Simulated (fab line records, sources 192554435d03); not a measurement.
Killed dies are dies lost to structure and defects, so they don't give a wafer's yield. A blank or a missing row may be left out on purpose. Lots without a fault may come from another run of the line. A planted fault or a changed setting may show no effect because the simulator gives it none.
Chamber matching | flow n5_finfet | N5_BEOL_M7_STRIP_36 on rie_diel-02: 4 sister chambers
The step strips in N2/H2. 4 wafers are shown with their chamber, then 9 later ones without.

WAFERS WITH THEIR CHAMBER
wafer  | chamber | showerhead_plenum_p_Torr (Torr)
L084.3 | 0       | 2.62
L085.3 | 1       | 2.40
L085.4 | 2       | 2.63
L085.6 | 3       | 2.49

WAFERS WITHOUT THEIR CHAMBER
wafer  | showerhead_plenum_p_Torr (Torr)
L087.1 | 2.49
L087.3 | 2.63
L087.6 | 2.63
L090.1 | 2.49
L090.2 | 2.63
L090.5 | 2.63
L092.2 | 2.61
L092.5 | 2.63
L092.6 | 2.39

WHICH CHAMBER EACH WENT THROUGH
wafer  | from the rows above | in truth
L087.1 | 3                   | 3
L087.3 | 2                   | 2
L087.6 | 2                   | 2
L090.1 | 3                   | 3
L090.2 | 2                   | 2
L090.5 | 2                   | 2
L092.2 | 0                   | 0
L092.5 | 2                   | 2
L092.6 | 1                   | 1
Placed correctly: 9 of 9. Can't be placed from these rows: 0. Placed wrongly: 0.
How it was worked out, from the rows above alone: a wafer's distance from a chamber is the root of the sum, over the readings, of the square of ((its reading less the chamber's mean) divided by the reading's scatter). The wafer belongs to the nearest chamber; if the next one is less than 2 further off, it can't be placed. A chamber's mean is the mean of its shown wafers. The scatter: with one shown wafer a chamber, the root of the mean of the squares of how far each hidden wafer lies from its nearest shown one.
